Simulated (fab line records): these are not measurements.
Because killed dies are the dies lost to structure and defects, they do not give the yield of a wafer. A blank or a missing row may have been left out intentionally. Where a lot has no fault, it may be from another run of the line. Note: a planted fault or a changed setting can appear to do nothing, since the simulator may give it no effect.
Which tool is to blame?	flow n5-finfet	Sampling: 23 lots, 69 wafers, 3 of 1938 route steps

== WHAT THE GAUGES SHOWED, per wafer ==
N5_STI_FIN_REVEAL_THK_MEAS_05. Usual: thk-nm 131.8 nm, standard deviation 1.
lot	measured	on	thk-nm (nm)	flag
L075	day 2 15:41	film-metro-02	133.3 132.6 132.5	
L076	day 2 23:47	film-metro-01	132.1 132.0 132.0	
L077	day 3 05:42	film-metro-01	131.3 131.3 132.0	
L078	day 3 08:46	film-metro-02	130.0 131.9 130.5	
L079	day 3 15:24	film-metro-01	130.5 132.3 132.7	
L080	day 3 21:37	film-metro-02	132.6 131.8 133.1	
L081	day 4 02:59	film-metro-01	131.2 131.9 133.3	
L082	day 4 11:42	film-metro-01	130.0 131.1 132.0	
L083	day 4 17:20	film-metro-01	132.4 132.2 131.8	
L084	day 4 22:13	film-metro-02	131.9 132.4 132.8	
L085	day 5 09:42	film-metro-01	132.2 133.3 133.2	
L086	day 5 09:58	film-metro-02	132.1 132.9 131.4	
L087	day 5 18:23	film-metro-02	132.4 133.2 131.9	
L088	day 5 22:27	film-metro-01	133.9 130.9 132.6	
L089	day 6 03:24	film-metro-01	131.1 130.3 131.8	
L090	day 6 11:12	film-metro-01	133.0 133.6 131.2	
L091	day 6 17:12	film-metro-01	130.7 132.0 131.0	
L092	day 6 23:14	film-metro-02	130.7 132.1 130.9	
L093	day 7 04:42	film-metro-01	130.9 131.5 131.8	
L094	day 7 09:16	film-metro-01	132.2 132.5 130.9	
L095	day 7 14:49	film-metro-02	130.8 130.6 132.0	
L096	day 7 20:23	film-metro-02	132.3 134.3 133.7	
L097	day 8 03:35	film-metro-01	130.2 132.4 133.5	

== TOOL THAT RAN EACH LOT (tool first, then ch and the chambers of the sampled wafers, then the start) ==
lot	N5_FIN_CUT_ETCH_30	N5_STI_FIN_REVEAL_ALD_14
L075	rie-diel-03 ch 1,2, day 2 09:20	ald-sin-01 ch 1,3, day 2 10:20
L076	rie-diel-06 ch 0,1,2, day 2 15:06	ald-sin-02 ch 0,3, day 2 17:50
L077	rie-diel-05 ch 0,1, day 2 21:07	ald-sin-03 ch 0,2,3, day 2 23:14
L078	rie-diel-05 ch 1,2, day 3 02:25	ald-sin-03 ch 2,3, day 3 03:26
L079	rie-diel-03 ch 0,1,3, day 3 09:05	ald-sin-03 ch 0,1,3, day 3 10:03
L080	rie-diel-06 ch 0,2,3, day 3 14:43	ald-sin-01 ch 0,1, day 3 16:17
L081	rie-diel-03 ch 1,2, day 3 20:28	ald-sin-01 ch 0,1,3, day 3 21:38
L082	rie-diel-05 ch 0,3, day 4 05:25	ald-sin-02 ch 1,3, day 4 06:22
L083	rie-diel-03 ch 1,2,3, day 4 10:33	ald-sin-01 ch 0,1, day 4 12:00
L084	rie-diel-03 ch 0,1,3, day 4 15:46	ald-sin-01 ch 0,1,2, day 4 16:53
L085	rie-diel-06 ch 1,2,3, day 5 01:25	ald-sin-02 ch 0,1, day 5 04:22
L086	rie-diel-06 ch 0,1,2, day 5 03:10	ald-sin-02 ch 0,1,3, day 5 04:38
L087	rie-diel-03 ch 0,1,3, day 5 11:52	ald-sin-02 ch 1,2, day 5 13:03
L088	rie-diel-06 ch 0,2, day 5 16:10	ald-sin-03 ch 1,2,3, day 5 17:07
L089	rie-diel-05 ch 2,3, day 5 21:02	ald-sin-01 ch 1,2, day 5 22:04
L090	rie-diel-03 ch 0,1,2, day 6 04:45	ald-sin-02 ch 0,3, day 6 05:52
L091	rie-diel-06 ch 0,2,3, day 6 10:53	ald-sin-03 ch 0,1,2, day 6 11:51
L092	rie-diel-03 ch 0,3, day 6 16:55	ald-sin-02 ch 0,2,3, day 6 17:53
L093	rie-diel-06 ch 1,2,3, day 6 22:20	ald-sin-02 ch 1,2,3, day 6 23:22
L094	rie-diel-06 ch 0,1, day 7 02:58	ald-sin-03 ch 1,2,3, day 7 03:55
L095	rie-diel-05 ch 0,1, day 7 08:31	ald-sin-02 ch 0,2,3, day 7 09:28
L096	rie-diel-05 ch 0,1,2, day 7 14:05	ald-sin-03 ch 0,1,3, day 7 15:03
L097	rie-diel-06 ch 2,3, day 7 20:29	ald-sin-02 ch 0,2, day 7 22:14
- N5_FIN_CUT_ETCH_30: etches underlayer in N2/H2, target depth 13 nm, time 10.4 s.
- N5_STI_FIN_REVEAL_ALD_14: deposits Si3N4, target thk 3 nm.

== WHAT THE TOOLS THEMSELVES READ (means of the sampled wafers that have a number; where no wafer has one, the mark that the record gives instead) ==
N5_FIN_CUT_ETCH_30. Usual: drypump-motor-current-A is 5.73 A with standard deviation 0.28, etch-rf-on-time-s is 10.28 s with standard deviation 0.3, oes-product-au is 0.66 a.u. with standard deviation 0.068, rf-fwd-power-W is 819.1 W with standard deviation 2.5, rf-vpp-V is 523.6 V with standard deviation 2.2, showerhead-plenum-p-Torr is 2.53 Torr with standard deviation 0.079, and throttle-valve-pct is 17.94 % with standard deviation 0.19.
lot	tool	drypump-motor-current-A (A)	etch-rf-on-time-s (s)	oes-product-au (a.u.)	rf-fwd-power-W (W)	rf-vpp-V (V)	showerhead-plenum-p-Torr (Torr)	throttle-valve-pct (%)	flag
L075	rie-diel-03	5.76	10.27	0.61	818.4	520.7	2.42	18.01	
L076	rie-diel-06	5.77	10.64	0.64	818.0	524.9	2.59	17.90	
L077	rie-diel-05	5.82	9.94	0.69	818.9	522.5	2.48	17.75	
L078	rie-diel-05	5.65	9.95	0.76	820.5	524.9	2.57	17.57	
L079	rie-diel-03	5.62	10.13	0.65	821.5	523.0	2.51	18.03	
L080	rie-diel-06	5.71	10.43	0.70	821.9	524.0	2.56	17.92	
L081	rie-diel-03	5.99	9.93	0.64	820.4	521.2	2.43	18.03	
L082	rie-diel-05	6.03	10.47	0.61	817.8	520.9	2.42	18.21	
L083	rie-diel-03	5.66	10.08	0.64	820.1	521.3	2.46	18.03	
L084	rie-diel-03	5.61	10.34	0.64	818.7	522.4	2.51	18.03	
L085	rie-diel-06	5.76	10.51	0.70	820.9	525.2	2.60	17.93	
L086	rie-diel-06	5.78	10.50	0.64	819.2	525.1	2.58	17.94	
L087	rie-diel-03	5.63	10.18	0.64	821.2	522.2	2.51	18.04	
L088	rie-diel-06	5.63	10.58	0.62	821.6	522.8	2.54	17.92	
L089	rie-diel-05	5.89	10.35	0.64	820.3	521.8	2.46	18.15	
L090	rie-diel-03	5.72	10.22	0.62	821.3	521.9	2.46	18.07	
L091	rie-diel-06	5.72	10.38	0.68	818.5	524.6	2.56	17.96	
L092	rie-diel-03	5.35	10.41	0.63	816.3	523.3	2.53	18.09	
L093	rie-diel-06	5.73	10.33	0.68	816.3	524.5	2.60	17.96	
L094	rie-diel-06	5.88	10.44	0.64	818.0	524.8	2.57	18.00	
L095	rie-diel-05	5.81	9.89	0.66	820.5	522.4	2.47	17.79	
L096	rie-diel-05	5.72	9.96	0.70	817.9	523.1	2.52	17.72	
L097	rie-diel-06	5.70	10.35	0.71	819.8	524.9	2.58	17.97	

N5_STI_FIN_REVEAL_ALD_14. Usual: heater-power-w 798 W, standard deviation 98.
lot	tool	heater-power-w (W)	flag
L075	ald-sin-01	711	
L076	ald-sin-02	820	
L077	ald-sin-03	786	
L078	ald-sin-03	825	
L079	ald-sin-03	796	
L080	ald-sin-01	708	
L081	ald-sin-01	717	
L082	ald-sin-02	730	
L083	ald-sin-01	708	
L084	ald-sin-01	794	
L085	ald-sin-02	879	
L086	ald-sin-02	798	
L087	ald-sin-02	720	
L088	ald-sin-03	834	
L089	ald-sin-01	905	
L090	ald-sin-02	890	
L091	ald-sin-03	809	
L092	ald-sin-02	807	
L093	ald-sin-02	733	
L094	ald-sin-03	823	
L095	ald-sin-02	814	
L096	ald-sin-03	796	
L097	ald-sin-02	904	

== THE ANSWER, worked out from the rows above alone ==
Rule: a lot is off if the mean of its wafers that have a number lies more than 3 standard deviations from the usual mean. Also off: a lot with no number at a reading for which 4 or more lots have one. Any other lot the step has rows for is counted as sound. Order of review: gauges by route order, followed by the tools' own readings, for which a lot's mean as printed above is used. At the first step where some lot is off, the reading lying furthest off is the one used; lots without a number count as furthest.
Nothing can be told from this: no lot is off at any reading shown.

== WHAT THE SIMULATOR PUT IN ==
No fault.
